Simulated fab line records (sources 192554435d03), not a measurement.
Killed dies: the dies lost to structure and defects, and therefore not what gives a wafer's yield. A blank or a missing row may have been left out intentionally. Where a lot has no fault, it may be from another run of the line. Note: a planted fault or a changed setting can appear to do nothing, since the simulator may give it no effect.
Chamber matching    flow n5Finfet    N5_BEOL_M11_ALD_74 on aldMetal-03 has 4 sister chambers
The step deposits TaN, target thk 2 nm, pulse time 2 s, purge time 3 s. 7 wafers are shown with their chamber, then 9 later ones without.

## WAFERS PAIRED WITH THEIR CHAMBERS
wafer   chamber  heaterPowerW (W)
L080.1  2        379
L081.2  3        473
L084.3  0        469
L084.6  1        399
L086.1  0        472
L086.2  3        484
L086.5  1        388

## WAFERS WITH NO CHAMBER GIVEN
wafer   heaterPowerW (W)
L091.4  403
L091.5  397
L091.6  478
L093.3  397
L093.5  383
L093.6  399
L096.3  383
L096.5  404
L096.6  379

## THE CHAMBER EACH PASSED THROUGH
wafer   from the rows above      in truth
L091.4  1                        1
L091.5  1                        1
L091.6  can't be placed: 3 or 0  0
L093.3  1                        1
L093.5  can't be placed: 2 or 1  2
L093.6  1                        1
L096.3  can't be placed: 2 or 1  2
L096.5  1                        1
L096.6  2                        2
Placed correctly: 6 of 9. Not placeable from these rows: 3 (in 3, the candidates include the true chamber). Wrongly placed: 0.
How it was worked out, from the rows above alone: a wafer's distance from a chamber is the root of the sum, over the readings, of the square of ((its reading less the chamber's mean) divided by the reading's scatter). The wafer belongs to the nearest chamber; if the next one is less than 2 further off, it can't be placed. A chamber's mean is the mean of its shown wafers. The scatter: the root of (the sum of the squares of (reading less its chamber's mean) over the shown wafers, divided by (wafers less chambers)).
